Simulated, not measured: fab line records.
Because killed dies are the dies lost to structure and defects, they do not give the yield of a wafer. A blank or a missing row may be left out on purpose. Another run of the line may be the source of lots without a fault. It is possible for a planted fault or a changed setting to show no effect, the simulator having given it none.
A struck lot beside a sound one / flow n5Finfet / 37 out of 1938 route steps
Sound: these wafers, L395.4, L395.5, L395.6. Struck: wafer L396.6. (L396.1, L396.5 of the same lot were not struck and are left out.) The cause comes at the end.
Per side, at each step with rows, come the tool, then ch with its chambers, and then its first start. Under that, the readings that differ: sound wafers / struck wafers / difference of the means / sigmas: that difference in standard deviations of wafers without a fault.
alike: words and numbers the same on both sides, and readings whose means are apart by under 2 such deviations; not compared: readings that were withheld, readings missing a value for some wafer, numbers with overlapping values and no deviation given by the record, and bounds like >300 which may hide the same value.
A row with sigmas, a row that says differs or no value, or rows on one side alone: a step with any of these is where the two part. Numbers that have no deviation but don't overlap get no sigmas and don't part them. A reading missing from all wafers of one side parts the sides only when that side holds two or more wafers.

first, 9 steps without rows for these wafers: N5_BEOL_M5_DESCUM_33 (chemistry O2, time 7 s); N5_BEOL_M5_ETCH_75 (etches underlayer in N2/H2, target depth 6.5 nm, time 5.2 s); N5_BEOL_M5_ETCH_67 (etches SiARC in CF4, target depth 15.6 nm, time 26 s); N5_BEOL_M5_ETCH_68 (etches SOC in N2/H2, target depth 80 nm, overetch 16 nm, time 120 s); N5_BEOL_M5_STRIP_69 (strips in N2/H2); N5_BEOL_M5_STRIP_76 (strips in N2/H2); N5_BEOL_M5_VIA_ETCH_34 (etches SiCOH lowk in C4F6/O2, target depth 88.3 nm, time 39.2 s); N5_BEOL_M5_STRIP_85 (strips in C4F6/O2); N5_BEOL_M5_STRIP_36 (strips in N2/H2).
N5_BEOL_M5_TRENCH_ETCH_37: etches SiCOH lowk in C4F6/O2, target depth 71.652 nm, time 24.7 s.
  sound on rieDiel-02 ch 1,2,3, day 14 02:23; struck on rieDiel-06 ch 0, day 14 11:02
  alike: chamberPressureMTorr, drypumpMotorCurrentA, oesProductAu, rfVppV, showerheadPlenumPTorr, throttleValvePct
  not compared: rfHoursCounterH
then, 26 steps without rows for these wafers: N5_BEOL_M5_ETCH_41 (etches SiCN in CH3F/O2, target depth 31.5 nm, time 56.7 s); N5_BEOL_M5_STRIP_91 (strips in N2/H2, time 10 s); N5_BEOL_M5_HM_STRIP_39 (strips TiN in peroxide tin strip, target depth 25 nm, time 158 s); N5_BEOL_M5_SRD_40 (time 30 s); N5_BEOL_M5_PRECLEAN_42 (cleans in residue remover, time 60 s); N5_BEOL_M5_SRD_43 (time 30 s); N5_BEOL_M5_CURE_80 (cures SiCOH lowk, time 120 s); N5_BEOL_M5_DEGAS_44 (time 60 s); N5_BEOL_M5_PRE_CLEAN_45 (time 30 s); N5_BEOL_M5_ALD_86 (deposits TaN, pulse time 2 s, purge time 3 s, co reactant purge time 2 s); N5_BEOL_M5_SURFACE_TREAT_87; N5_BEOL_M5_CVD_47 (deposits Co from CCTBA/H2, target thk 3 nm, time 216 s); N5_BEOL_M5_SPUTTER_48 (material Cu, target thk 15 nm, time 27.62 s); N5_BEOL_M5_ANNEAL_49 (time 1800 s); N5_BEOL_M5_SPUTTER_81 (material Cu, target thk 15 nm, time 27.62 s); N5_BEOL_M5_ANNEAL_82 (time 1800 s); N5_BEOL_M5_SPUTTER_83 (material Cu, target thk 15 nm, time 27.62 s); N5_BEOL_M5_ANNEAL_84 (time 1800 s); N5_BEOL_M5_SPUTTER_88 (material Cu, target thk 15 nm, time 27.62 s); N5_BEOL_M5_ANNEAL_89 (time 1800 s); N5_BEOL_M5_SPUTTER_90 (material Cu, target thk 4.5 nm, time 8.29 s); N5_BEOL_M5_ECD_50 (material Cu, target thk 300 nm); N5_BEOL_M5_ANNEAL_51 (time 90 s); N5_BEOL_M5_CMP_52 (polishes, stops on SiCOH lowk, t overpolish 6.9 s, target thk 62 nm); N5_BEOL_M5_PRE_CLEAN_77 (time 15 s); N5_BEOL_M5_CO_CAP_78 (material Co, precursor CCTBA/H2, target thk 2 nm, time 102.1 s).
-- the record jumps here: 4 days lie between the struck wafers' starts before and after (it left off in module BEOL_M5 and takes up again in module PASSIVATION, whose first step shown is number 1936 of the route) --
N5_PASSIVATION_PROBE_49:
  sound on prober-01, day 18 05:01; struck on prober-02, day 18 21:13
reading=defectLimitedYield (%); sound=88.1 90.8 91.2; struck=81.7; difference=-8.3; sigmas=-6
reading=killed_at_M4_up; sound=14 24 7; struck=113; difference=+98; sigmas=+20
reading=killedAtOther; sound=4 4 7; struck=11; difference=+6; sigmas=+2
reading=killedDies; sound=140 109 104; struck=216; difference=+98; sigmas=+6
reading=sort_bin_5_function (%); sound=8.6 4.7 5.0; struck=11.7; difference=+5.6; sigmas=+6
reading=sortNPass; sound=1040 1071 1076; struck=964; difference=-98; sigmas=-6
reading=sortYieldPct (%); sound=88.1 90.8 91.2; struck=81.7; difference=-8.3; sigmas=-6
  alike: killed_at_M0_to_M3, killedAtContacts, killedAtFrontEnd, killedOnRim, killedOpen, killedShort, sort_bin_6_memory, sort_bin_8_speed

## WHERE THEY PART
Within this record, at N5_PASSIVATION_PROBE_49 only.

WHY: what had been put in by the simulator
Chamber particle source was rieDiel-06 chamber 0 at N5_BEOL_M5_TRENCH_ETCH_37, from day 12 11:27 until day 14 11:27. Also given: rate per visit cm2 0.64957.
